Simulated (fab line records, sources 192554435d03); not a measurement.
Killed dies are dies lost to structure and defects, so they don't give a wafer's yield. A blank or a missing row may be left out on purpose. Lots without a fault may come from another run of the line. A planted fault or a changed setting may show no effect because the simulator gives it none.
A struck lot beside a sound one | flow n5_finfet | 37 steps out of a route of 1938
Sound: wafers L410.2, L410.4, L410.6. Struck: wafer L407.6. (L407.1 of the same lot was not struck and is left out.) The cause comes at the end.
At each step with rows: each side's tool, then ch and its chambers, then its first start. Under that, the readings that differ: sound wafers | struck wafers | difference of the means | sigmas: that difference in standard deviations of wafers without a fault.
alike: readings whose means differ by less than 2 such deviations, and words and numbers that are the same on both sides. not compared: withheld readings, readings that some wafer has no value for, bounds like >300 that may hide the same value, and numbers for which the record gives no deviation and whose values overlap.
The two part at a step that has a row with sigmas, a row that says differs or no value, or rows on one side only. Numbers that don't overlap but have no deviation are shown without sigmas and don't part them. A reading that every wafer of one side lacks parts them only if that side has two wafers or more.

first, 9 steps without rows for these wafers: N5_BEOL_M4_ANNEAL_95 (time 240 s); N5_BEOL_M4_SPUTTER_96 (material Cu, target thk 4.5 nm, time 8.29 s); N5_BEOL_M4_ECD_50 (material Cu, target thk 300 nm); N5_BEOL_M4_ANNEAL_51 (time 90 s); N5_BEOL_M4_CMP_52 (polishes, stops on SiOC, t overpolish 6.8 s, target thk 40 nm); N5_BEOL_M4_PRE_CLEAN_60 (time 15 s); N5_BEOL_M4_CO_CAP_55 (material Co, precursor CCTBA/H2, target thk 2 nm, time 102.1 s); N5_BEOL_M4_PRE_CLEAN_56 (time 15 s); N5_BEOL_M4_DEP_57 (deposits SiCN from 3MS/NH3, target thk 8 nm, time 14 s).
N5_BEOL_M4_RC_MEAS_101:
  sound on prober-01 ch 0, day 14 02:54; struck on prober-02 ch 0, day 12 20:18
  reading       | sound          | struck | difference | sigmas
  SS_N (mV/dec) | 72.7 71.1 72.1 | 70.6   | -1.4       | -3
  alike: DIBL_N, DIBL_P, IOFF_N, IOFF_P, ION_N, ION_P, SS_P, VT_N, VT_P
N5_BEOL_M5_ILD_DEP_00: deposits SiCOH lowk from DEMS/porogen, target thk 140.64 nm, time 25.9 s.
  sound on pecvd-03 ch 1,2, day 14 03:43; struck on pecvd-02 ch 2, day 12 21:16
  reading                                            | sound             | struck | difference | sigmas
  model.SiCOH_lowk_of_BEOL_M5_ILD_DEP_00.thk_nm (nm) | 139.4 140.4 141.6 | 238    | +98        |
  alike: heater_power_w, showerhead_plenum_p_Torr, throttle_valve_pct
then, 1 step without rows for these wafers: N5_BEOL_M5_CURE_79 (cures SiCOH lowk, time 240 s).
N5_BEOL_M5_THK_MEAS_01:
  sound on film_metro-01, day 14 04:17; struck on film_metro-01, day 12 21:50
  reading         | sound             | struck | difference | sigmas
  M5_ILD_THK (nm) | 119.9 120.7 121.8 | 205.9  | +85.1      | +65
then, 22 steps without rows for these wafers: N5_BEOL_M5_PECVD_70 (deposits SiO2 from TEOS/O2, target thk 16 nm, time 18 s); N5_BEOL_M5_HM_DEP_02 (deposits TiN, target thk 20 nm); N5_BEOL_M5_COAT_59 (time 60 s, resist thk 60 nm); N5_BEOL_M5_COAT_60 (time 60 s, resist thk 12 nm); N5_BEOL_M5_COAT_71 (time 60 s, resist thk 5 nm); N5_BEOL_M5_COAT_05 (resist thk 30 nm); N5_BEOL_M5_EBR_07; N5_BEOL_M5_SOFTBAKE_06 (time 60 s); N5_BEOL_M5_EXPOSE_08 (exposes mask M5, target cd 28 nm); N5_BEOL_M5_PEB_09 (peb time 60 s); N5_BEOL_M5_DEVELOP_10 (develop time 30 s); N5_BEOL_M5_DESCUM_16 (chemistry O2, time 7 s); N5_BEOL_M5_ETCH_72 (etches underlayer in N2/H2, target depth 6.5 nm, time 5.2 s); N5_BEOL_M5_ETCH_61 (etches SiARC in CF4, target depth 15.6 nm, time 26 s); N5_BEOL_M5_ETCH_62 (etches SOC in N2/H2, target depth 75 nm, overetch 15 nm, time 112.5 s); N5_BEOL_M5_STRIP_63 (strips in N2/H2); N5_BEOL_M5_STRIP_73 (strips in N2/H2); N5_BEOL_M5_STRIP_64 (strips in CF4); N5_BEOL_M5_HM_OPEN_17 (chemistry Cl2/BCl3, target TiN, target depth 20 nm, overetch 6 nm); N5_BEOL_M5_STRIP_19 (strips in O2); N5_BEOL_M5_COAT_65 (time 60 s, resist thk 60 nm); N5_BEOL_M5_COAT_66 (time 60 s, resist thk 12 nm).
N5_BEOL_M5_CMP_52: polishes, stops on SiCOH lowk, t overpolish 6.9 s, target thk 62 nm.
  sound on cmp-04 ch 0,1,2, day 14 15:40; struck on cmp-01 ch 0, day 13 10:03
  reading                                            | sound           | struck | difference | sigmas
  model.SiCOH_lowk_of_BEOL_M5_ILD_DEP_00.thk_nm (nm) | 117 117.8 118.8 | 202.8  | +84.9      |
  alike: clearing_platen_down_force_psi, motor_current_A
-- the record jumps here: 4 days lie between the struck wafers' starts before and after (it left off in module BEOL_M5 and takes up again in module PASSIVATION, whose first step shown is number 1936 of the route) --
N5_PASSIVATION_PROBE_49:
  the record has rows for the struck wafers here (prober-01, day 17 04:07) and none for the sound ones

WHERE THEY PART
First at N5_BEOL_M4_RC_MEAS_101; last, within this record, at N5_PASSIVATION_PROBE_49.

WHY: what the simulator had put in
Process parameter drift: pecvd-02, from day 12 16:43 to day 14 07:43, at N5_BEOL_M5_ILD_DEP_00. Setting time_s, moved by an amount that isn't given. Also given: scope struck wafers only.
